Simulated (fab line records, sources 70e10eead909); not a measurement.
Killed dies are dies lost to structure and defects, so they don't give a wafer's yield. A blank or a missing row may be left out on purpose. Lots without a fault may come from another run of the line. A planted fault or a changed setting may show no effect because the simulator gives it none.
Chamber matching | flow nand_harc | NHARC_P_GATE_ETCH_32 on rie_si-04: 4 sister chambers
The step etches the open film in HBr/Cl2, target depth 150 nm, time 100.1 s. 4 wafers are shown with their chamber, then 8 later ones without.

WAFERS WITH THEIR CHAMBER
wafer  | chamber | oes_product_au (a.u.)
L166.2 | 3       | 1.015
L173.1 | 2       | 1.002
L173.6 | 0       | 0.992
L180.2 | 1       | 1.015

WAFERS WITHOUT THEIR CHAMBER
wafer  | oes_product_au (a.u.)
L180.3 | 1.024
L180.6 | 1.012
L183.1 | 0.995
L183.3 | 1.001
L183.4 | 1.001
L186.1 | 0.998
L186.3 | 1.017
L186.5 | 1.014

WHICH CHAMBER EACH WENT THROUGH
wafer  | from the rows above          | in truth
L180.3 | can't be placed: 1 or 3      | 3
L180.6 | can't be placed: 1 or 3 or 2 | 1
L183.1 | can't be placed: 0 or 2      | 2
L183.3 | 2                            | 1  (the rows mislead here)
L183.4 | 2                            | 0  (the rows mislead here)
L186.1 | can't be placed: 2 or 0      | 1
L186.3 | can't be placed: 1 or 3      | 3
L186.5 | can't be placed: 1 or 3      | 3
Placed correctly: 0 of 8. Can't be placed from these rows: 6 (the true chamber is among the candidates in 5). Placed wrongly: 2.
How it was worked out, from the rows above alone: a wafer's distance from a chamber is the root of the sum, over the readings, of the square of ((its reading less the chamber's mean) divided by the reading's scatter). The wafer belongs to the nearest chamber; if the next one is less than 2 further off, it can't be placed. A chamber's mean is the mean of its shown wafers. The scatter: with one shown wafer a chamber, the root of the mean of the squares of how far each hidden wafer lies from its nearest shown one.
